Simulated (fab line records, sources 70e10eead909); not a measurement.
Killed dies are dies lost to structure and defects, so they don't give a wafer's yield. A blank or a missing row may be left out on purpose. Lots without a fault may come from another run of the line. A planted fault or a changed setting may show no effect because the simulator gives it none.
Chamber matching | flow nand_harc | NHARC_P_GATE_DESCUM_61 on rie_diel-02: 4 sister chambers
The step chemistry O2, time 3 s. 4 wafers are shown with their chamber, then 8 later ones without.

WAFERS WITH THEIR CHAMBER
wafer  | chamber | showerhead_plenum_p_Torr (Torr)
L205.4 | 1       | 1.88
L206.1 | 0       | 2.00
L206.4 | 3       | 1.81
L207.1 | 2       | 1.78

WAFERS WITHOUT THEIR CHAMBER
wafer  | showerhead_plenum_p_Torr (Torr)
L207.4 | 1.88
L207.6 | 1.77
L209.2 | 1.81
L209.5 | 1.81
L209.6 | 2.00
L211.1 | 2.00
L211.2 | 1.77
L211.5 | 1.88

WHICH CHAMBER EACH WENT THROUGH
wafer  | from the rows above | in truth
L207.4 | 1                   | 1
L207.6 | 2                   | 2
L209.2 | 3                   | 3
L209.5 | 3                   | 3
L209.6 | 0                   | 0
L211.1 | 0                   | 0
L211.2 | 2                   | 2
L211.5 | 1                   | 1
Placed correctly: 8 of 8. Can't be placed from these rows: 0. Placed wrongly: 0.
How it was worked out, from the rows above alone: a wafer's distance from a chamber is the root of the sum, over the readings, of the square of ((its reading less the chamber's mean) divided by the reading's scatter). The wafer belongs to the nearest chamber; if the next one is less than 2 further off, it can't be placed. A chamber's mean is the mean of its shown wafers. The scatter: with one shown wafer a chamber, the root of the mean of the squares of how far each hidden wafer lies from its nearest shown one.
